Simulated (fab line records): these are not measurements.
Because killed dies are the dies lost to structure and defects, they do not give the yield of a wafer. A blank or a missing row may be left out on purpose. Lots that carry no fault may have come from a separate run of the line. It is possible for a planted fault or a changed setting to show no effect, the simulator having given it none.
The tool behind it: which one? | flow n5Finfet | 10 lots with 27 wafers sampled at 6 steps, on a route of 1938 steps

== WHAT THE GAUGES SHOWED, per wafer ==
The record holds no reading of a measuring or inspecting step that can be judged against a usual standard deviation.

== WHICH TOOL RAN EACH LOT (tool, then ch and the chambers of the sampled wafers, then the start) ==
lot  | N5_BEOL_M7_PECVD_70             | N5_BEOL_M7_ETCH_41                           | N5_BEOL_M7_STRIP_80                          | N5_BEOL_M7_CMP_52             | N5_BEOL_M8_PECVD_70             | N5_PASSIVATION_PROBE_49
L788 | pecvd-03 ch 0,1, day 9 06:15    | rieDiel-05 ch 1,2,3, day 9 10:47 or earlier  | rieDiel-05 ch 1,2,3, day 9 10:47 or earlier  | cmp-02 ch 0,1, day 9 10:47    | pecvd-01 ch 0,1, day 9 11:56    | prober-01, day 12 13:47
L792 | pecvd-03 ch 0,1, day 10 03:04   | rieDiel-05 ch 0,3, day 10 09:47 or earlier   | rieDiel-05 ch 0,3, day 10 09:47 or earlier   | cmp-03 ch 1,2,3, day 10 09:47 | pecvd-02 ch 0,2, day 10 10:46   | prober-02, day 13 06:08
L793 | pecvd-01 ch 0,1, day 10 09:16   | rieDiel-02 ch 1,2,3, day 10 14:33 or earlier | rieDiel-02 ch 1,2,3, day 10 14:33 or earlier | cmp-02 ch 0,2,3, day 10 14:33 | pecvd-02 ch 0,1,2, day 10 15:38 | prober-02, day 13 14:22
L799 | pecvd-01 ch 1,2, day 11 23:51   | rieDiel-05 ch 1,2,3, day 12 09:37 or earlier | rieDiel-05 ch 1,2,3, day 12 09:37 or earlier | cmp-04 ch 0,1,3, day 12 09:37 | pecvd-01 ch 0,1,2, day 12 12:14 | prober-01, day 15 15:49
L801 | pecvd-03 ch 0,1, day 12 01:37   | rieDiel-06 ch 0,3, day 12 08:55 or earlier   | rieDiel-06 ch 0,3, day 12 08:55 or earlier   | cmp-04 ch 0,3, day 12 08:55   | pecvd-02 ch 0,2, day 12 10:13   | prober-02, day 15 09:16
L802 | pecvd-03 ch 0,1, day 12 17:45   | rieDiel-05 ch 0,2, day 12 23:21 or earlier   | rieDiel-05 ch 0,2, day 12 23:21 or earlier   | cmp-02 ch 2,3, day 12 23:21   | pecvd-03 ch 1,2, day 13 00:29   | prober-01, day 16 01:49
L803 | pecvd-03 ch 2, day 13 00:10     | rieDiel-02 ch 2,3, day 13 07:37 or earlier   | rieDiel-02 ch 2,3, day 13 07:37 or earlier   | cmp-02 ch 1,3, day 13 07:37   | pecvd-01 ch 0,1, day 13 08:43   | prober-02, day 16 08:07
L805 | pecvd-04 ch 0,1, day 13 16:31   | rieDiel-06 ch 0,1, day 13 21:57 or earlier   | rieDiel-06 ch 1,3, day 13 21:57 or earlier   | cmp-03 ch 0,1,2, day 13 21:57 | pecvd-02 ch 1,2, day 13 23:03   | prober-02, day 16 18:46
L807 | pecvd-01 ch 0,1,2, day 13 18:51 | rieDiel-06 ch 0,1,3, day 14 01:01 or earlier | rieDiel-06 ch 0,1,3, day 14 01:01 or earlier | cmp-02 ch 1,2,3, day 14 01:01 | pecvd-01 ch 0,1,2, day 14 02:01 | prober-01, day 17 20:47
L811 | pecvd-04 ch 0,1,2, day 14 15:49 | rieDiel-06 ch 0,2, day 14 22:29 or earlier   | rieDiel-06 ch 0,2, day 14 22:29 or earlier   | cmp-02 ch 0,1,3, day 14 22:29 | pecvd-02 ch 0,1,2, day 14 23:30 | prober-02, day 18 06:23
- N5_BEOL_M7_PECVD_70: deposits SiO2 from TEOS/O2, target thk 20 nm, time 22.7 s.
- N5_BEOL_M7_ETCH_41: etches SiCN in CH3F/O2, target depth 31.9 nm, time 57.8 s.
- N5_BEOL_M7_STRIP_80: strips in N2/H2, time 10 s.
- N5_BEOL_M7_CMP_52: polishes, stops on SiCOH lowk, t overpolish 6.9 s, target thk 80 nm.
- N5_BEOL_M8_PECVD_70: deposits SiO2 from TEOS/O2, target thk 20 nm, time 22.7 s.
- N5_PASSIVATION_PROBE_49

== WHAT THE TOOLS THEMSELVES READ (means of the sampled wafers that have a number; where no wafer has one, the mark that the record gives instead) ==
N5_BEOL_M7_PECVD_70. Usual: heaterPowerW 705 W, standard deviation 100; rfFwdPowerW 445.1 W, standard deviation 1.9; showerheadPlenumPTorr 8.86 Torr, standard deviation 0.061; throttleValvePct 22.6 %, standard deviation 1.5.
lot  | tool     | heaterPowerW (W) | rfFwdPowerW (W) | showerheadPlenumPTorr (Torr) | throttleValvePct (%) | flag
L788 | pecvd-03 | 803              | 442.8           | 8.89                         | 22.9                 | 
L792 | pecvd-03 | 740              | 443.2           | 8.92                         | 22.8                 | 
L793 | pecvd-01 | 638              | 444.1           | 8.78                         | 22.0                 | 
L799 | pecvd-01 | 742              | 446.2           | 8.87                         | 22.2                 | 
L801 | pecvd-03 | 729              | 441.4           | 8.91                         | 22.5                 | 
L802 | pecvd-03 | 685              | 440.5           | 8.90                         | 22.6                 | 
L803 | pecvd-03 | 696              | 445.1           | 8.86                         | 22.2                 | 
L805 | pecvd-04 | 594              | 445.1           | 8.83                         | 25.0                 | 
L807 | pecvd-01 | 712              | 445.6           | 8.80                         | 22.2                 | 
L811 | pecvd-04 | 608              | 445.8           | 8.79                         | 23.3                 | 

N5_BEOL_M7_ETCH_41. Usual: biasW 74.98 W, standard deviation 0.22; chamberPressureMTorr 30.002 mTorr, standard deviation 0.029; drypumpMotorCurrentA 5.7 A, standard deviation 0.39; oesProductAu 0.80 a.u., standard deviation 0.098; rfFwdPowerW 391.1 W, standard deviation 1.7; rfVppV 297.6 V, standard deviation 1.8; showerheadPlenumPTorr 2.01 Torr, standard deviation 0.074; throttleValvePct 16.31 %, standard deviation 0.2.
lot  | tool       | biasW (W) | chamberPressureMTorr (mTorr) | drypumpMotorCurrentA (A) | oesProductAu (a.u.) | rfFwdPowerW (W) | rfVppV (V) | showerheadPlenumPTorr (Torr) | throttleValvePct (%) | flag
L788 | rieDiel-05 | 74.89     | 29.993                       | 5.7                      | 0.76                | 391.3           | 297.2      | 2.03                         | 16.31                | 
L792 | rieDiel-05 | 75.00     | 30.026                       | 5.5                      | 0.69                | 391.4           | 298.4      | 2.06                         | 16.60                | 
L793 | rieDiel-02 | 75.08     | 29.973                       | 5.7                      | 0.83                | 391.0           | 297.3      | 2.05                         | 16.33                | 
L799 | rieDiel-05 | 75.03     | 29.994                       | 5.7                      | 0.73                | 390.6           | 297.7      | 2.02                         | 16.35                | 
L801 | rieDiel-06 | 75.22     | 29.990                       | 5.2                      | 0.83                | 390.8           | 296.4      | 2.00                         | 16.38                | 
L802 | rieDiel-05 | 75.19     | 30.018                       | 5.3                      | 0.86                | 391.9           | 296.6      | 1.98                         | 16.24                | 
L803 | rieDiel-02 | 75.08     | 30.028                       | 5.8                      | 0.85                | 391.4           | 298.5      | 2.04                         | 16.26                | 
L805 | rieDiel-06 | 75.08     | 30.015                       | 5.7                      | 0.78                | 391.6           | 296.3      | 1.91                         | 16.11                | 
L807 | rieDiel-06 | 74.98     | 29.998                       | 5.5                      | 0.81                | 392.5           | 297.6      | 1.98                         | 16.27                | 
L811 | rieDiel-06 | 74.95     | 30.012                       | 5.6                      | 0.88                | 391.1           | 295.9      | 1.94                         | 16.24                | 

N5_BEOL_M7_STRIP_80. Usual: chamberPressureMTorr 19.999 mTorr, standard deviation 0.019; drypumpMotorCurrentA 5.7 A, standard deviation 0.39; oesProductAu 0.80 a.u., standard deviation 0.097; rfVppV 59.3 V, standard deviation 0.93; showerheadPlenumPTorr 2.55 Torr, standard deviation 0.095; throttleValvePct 23.6 %, standard deviation 0.32.
lot  | tool       | chamberPressureMTorr (mTorr) | drypumpMotorCurrentA (A) | oesProductAu (a.u.) | rfVppV (V) | showerheadPlenumPTorr (Torr) | throttleValvePct (%) | flag
L788 | rieDiel-05 | 20.005                       | 5.7                      | 0.75                | 59.2       | 2.56                         | 23.5                 | 
L792 | rieDiel-05 | 20.035                       | 5.5                      | 0.70                | 59.6       | 2.60                         | 23.7                 | 
L793 | rieDiel-02 | 20.012                       | 5.7                      | 0.84                | 59.6       | 2.59                         | 23.7                 | 
L799 | rieDiel-05 | 20.000                       | 5.7                      | 0.73                | 59.7       | 2.55                         | 23.5                 | 
L801 | rieDiel-06 | 20.000                       | 5.2                      | 0.82                | 59.5       | 2.56                         | 23.6                 | 
L802 | rieDiel-05 | 19.995                       | 5.3                      | 0.86                | 59.9       | 2.51                         | 23.6                 | 
L803 | rieDiel-02 | 19.981                       | 5.9                      | 0.86                | 59.4       | 2.56                         | 23.4                 | 
L805 | rieDiel-06 | 20.000                       | 5.8                      | 0.86                | 58.7       | 2.52                         | 23.2                 | 
L807 | rieDiel-06 | 20.003                       | 5.5                      | 0.80                | 58.1       | 2.51                         | 23.4                 | 
L811 | rieDiel-06 | 19.973                       | 5.6                      | 0.87                | 58.8       | 2.46                         | 23.5                 | 

N5_BEOL_M7_CMP_52. Usual: barrierFieldEndpointS 29.1 s, standard deviation 0.73; motorCurrentA 6.1 A, standard deviation 0.73.
lot  | tool   | barrierFieldEndpointS (s) | motorCurrentA (A) | flag
L788 | cmp-02 | 29.8                      | 5.9               | 
L792 | cmp-03 | 29.1                      | 6.4               | 
L793 | cmp-02 | 29.5                      | 5.5               | 
L799 | cmp-04 | 28.9                      | 6.8               | 
L801 | cmp-04 | 25.4                      | 6.7               | OFF
L802 | cmp-02 | 24.5                      | 5.2               | OFF
L803 | cmp-02 | 25.0                      | 5.0               | OFF
L805 | cmp-03 | 28.9                      | 6.5               | 
L807 | cmp-02 | 28.8                      | 5.3               | 
L811 | cmp-02 | 29.7                      | 5.4               | 

N5_BEOL_M8_PECVD_70. Usual: heaterPowerW 674 W, standard deviation 98; rfFwdPowerW 444.4 W, standard deviation 1.9; showerheadPlenumPTorr 8.79 Torr, standard deviation 0.084; throttleValvePct 22.3 %, standard deviation 1.5.
lot  | tool     | heaterPowerW (W) | rfFwdPowerW (W) | showerheadPlenumPTorr (Torr) | throttleValvePct (%) | flag
L788 | pecvd-01 | 624              | 443.9           | 8.82                         | 23.6                 | 
L792 | pecvd-02 | 660              | 444.7           | 8.73                         | 22.5                 | 
L793 | pecvd-02 | 613              | 444.9           | 8.72                         | 22.2                 | 
L799 | pecvd-01 | 677              | 443.6           | 8.81                         | 22.2                 | 
L801 | pecvd-02 | 664              | 444.3           | 8.75                         | 22.4                 | 
L802 | pecvd-03 | 748              | 444.0           | 8.90                         | 22.9                 | 
L803 | pecvd-01 | 638              | 444.2           | 8.80                         | 22.9                 | 
L805 | pecvd-02 | 610              | 445.5           | 8.72                         | 21.9                 | 
L807 | pecvd-01 | 621              | 445.6           | 8.80                         | 22.3                 | 
L811 | pecvd-02 | 634              | 445.5           | 8.73                         | 22.3                 | 

N5_PASSIVATION_PROBE_49. Usual: defectLimitedYield 91.7 %, standard deviation 1.2; killed_at_M0_to_M3 33, standard deviation 9.5; killed_at_M4_up 13, standard deviation 4.9; killedAtContacts 13, standard deviation 6.6; killedAtFrontEnd 36, standard deviation 11; killedAtOther 3.0, standard deviation 2.6; killedDies 97, standard deviation 14; killedOpen 65, standard deviation 11; killedShort 31, standard deviation 6.6; sort_bin_5_function 4.8 %, standard deviation 0.82; sort_bin_6_memory 3.1 %, standard deviation 0.58; sortNPass 1083, standard deviation 14; sortYieldPct 91.7 %, standard deviation 1.2.
lot  | tool      | defectLimitedYield (%) | killed_at_M0_to_M3 | killed_at_M4_up | killedAtContacts | killedAtFrontEnd | killedAtOther | killedDies | killedOpen | killedShort | sort_bin_5_function (%) | sort_bin_6_memory (%) | sortNPass | sortYieldPct (%) | flag
L788 | prober-01 | 92.3                   | 38                 | 11              | 12               | 27               | 2.7           | 91         | 63         | 26          | 4.8                     | 2.8                   | 1089      | 92.3             | 
L792 | prober-02 | 92.6                   | 22                 | 9               | 11               | 36               | 8.3           | 87         | 57         | 30          | 4.4                     | 2.8                   | 1093      | 92.6             | 
L793 | prober-02 | 92.4                   | 26                 | 14              | 16               | 32               | 1.0           | 89         | 61         | 27          | 4.4                     | 2.7                   | 1091      | 92.4             | 
L799 | prober-01 | 92.2                   | 31                 | 10              | 9                | 35               | 5.7           | 92         | 57         | 31          | 4.2                     | 3.1                   | 1088      | 92.2             | 
L801 | prober-02 | 91.3                   | 34                 | 16              | 12               | 39               | 2.0           | 102        | 68         | 32          | 5.2                     | 3.2                   | 1078      | 91.3             | 
L802 | prober-01 | 92.0                   | 40                 | 11              | 9                | 29               | 5.5           | 95         | 62         | 33          | 4.6                     | 3.2                   | 1085      | 92.0             | 
L803 | prober-02 | 92.0                   | 28                 | 10              | 23               | 33               | 2.0           | 95         | 65         | 30          | 4.5                     | 3.0                   | 1085      | 92.0             | 
L805 | prober-02 | 92.5                   | 31                 | 8               | 15               | 29               | 5.7           | 88         | 55         | 33          | 4.3                     | 2.9                   | 1092      | 92.5             | 
L807 | prober-01 | 92.0                   | 36                 | 11              | 17               | 29               | 0.7           | 94         | 67         | 27          | 4.8                     | 2.9                   | 1086      | 92.0             | 
L811 | prober-02 | 91.0                   | 36                 | 8               | 15               | 44               | 3.3           | 106        | 75         | 31          | 5.1                     | 3.6                   | 1074      | 91.0             | 

== THE ANSWER, worked out from the rows above alone ==
Rule: lot off if the mean of its wafers having a number is beyond 3 standard deviations from the usual mean. A lot without any number at a reading at which 4 lots or more have one is off too. Where the step has rows for the other lots, those lots are counted as sound. The gauges are gone through in route order, then the tools' own readings, and for those a lot's mean is taken as printed above. The first step at which some lot is off is used, and at that step the reading that is off furthest; a lot without a number counts as furthest.
Off: L801, L802, L803, at N5_BEOL_M7_CMP_52 (barrierFieldEndpointS).
A tool fits if, at that step or a process step before it, it ran every lot that is off, and no sound lot after the first of them. With no start given for some of its lots, N5_BEOL_M7_ETCH_41 uses the hours and lot order of N5_BEOL_M7_CMP_52. With no start given for some of its lots, N5_BEOL_M7_STRIP_80 uses the hours and lot order of N5_BEOL_M7_CMP_52. One fits: pecvd-03 at N5_BEOL_M7_PECVD_70. A fault onset in the window from L792 (day 10 03:04, its last sound lot) to L801 (day 12 01:37, its first lot off) fits.

== WHAT THE SIMULATOR HAD PUT IN ==
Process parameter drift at N5_BEOL_M7_PECVD_70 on pecvd-03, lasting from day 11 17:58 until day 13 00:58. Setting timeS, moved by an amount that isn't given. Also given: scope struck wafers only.
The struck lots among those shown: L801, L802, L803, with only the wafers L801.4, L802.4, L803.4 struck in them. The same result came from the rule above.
